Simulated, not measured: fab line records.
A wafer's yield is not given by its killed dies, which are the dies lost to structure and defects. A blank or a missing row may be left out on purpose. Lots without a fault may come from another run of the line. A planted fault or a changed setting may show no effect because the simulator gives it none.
Chamber matching || flow n5 finfet || 4 sister chambers for N5_BEOL_M8_ETCH_72 on rie diel-05
The step etches underlayer in N2/H2, target depth 6.5 nm, time 5.2 s. 4 wafers are shown with their chamber, then 9 later ones without.

WAFERS PAIRED WITH THEIR CHAMBERS
{"wafer": "L081.3", "chamber": 2, "showerhead plenum p Torr (Torr)": 2.61}
{"wafer": "L083.5", "chamber": 0, "showerhead plenum p Torr (Torr)": 2.47}
{"wafer": "L087.3", "chamber": 1, "showerhead plenum p Torr (Torr)": 2.49}
{"wafer": "L087.6", "chamber": 3, "showerhead plenum p Torr (Torr)": 2.61}

WAFERS WHOSE CHAMBER IS MISSING
{"wafer": "L086.1", "showerhead plenum p Torr (Torr)": 2.61}
{"wafer": "L086.3", "showerhead plenum p Torr (Torr)": 2.61}
{"wafer": "L086.5", "showerhead plenum p Torr (Torr)": 2.61}
{"wafer": "L092.2", "showerhead plenum p Torr (Torr)": 2.60}
{"wafer": "L092.3", "showerhead plenum p Torr (Torr)": 2.48}
{"wafer": "L092.6", "showerhead plenum p Torr (Torr)": 2.48}
{"wafer": "L094.1", "showerhead plenum p Torr (Torr)": 2.60}
{"wafer": "L094.5", "showerhead plenum p Torr (Torr)": 2.46}
{"wafer": "L094.6", "showerhead plenum p Torr (Torr)": 2.48}

THE CHAMBER EACH PASSED THROUGH
{"wafer": "L086.1", "from the rows above": "can't be placed: 2 or 3", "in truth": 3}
{"wafer": "L086.3", "from the rows above": "can't be placed: 2 or 3", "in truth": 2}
{"wafer": "L086.5", "from the rows above": "can't be placed: 2 or 3", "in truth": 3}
{"wafer": "L092.2", "from the rows above": "can't be placed: 2 or 3", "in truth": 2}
{"wafer": "L092.3", "from the rows above": "can't be placed: 0 or 1", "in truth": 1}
{"wafer": "L092.6", "from the rows above": "can't be placed: 0 or 1", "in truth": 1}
{"wafer": "L094.1", "from the rows above": "can't be placed: 2 or 3", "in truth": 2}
{"wafer": "L094.5", "from the rows above": 0, "in truth": 0}
{"wafer": "L094.6", "from the rows above": "can't be placed: 0 or 1", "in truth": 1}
1 of 9 placed correctly. These rows do not allow placing 8 (true chamber among the candidates in 8). Number placed wrongly: 0.
How it was worked out, from the rows above alone: a wafer's distance from a chamber is the root of the sum, over the readings, of the square of ((its reading less the chamber's mean) divided by the reading's scatter). If the next closest chamber is less than 2 further off than the closest, the wafer can't be placed; otherwise it belongs to the closest. A chamber's mean is the mean of its shown wafers. The scatter: root of mean squared gap, hidden wafer to nearest shown wafer, with one shown wafer a chamber.
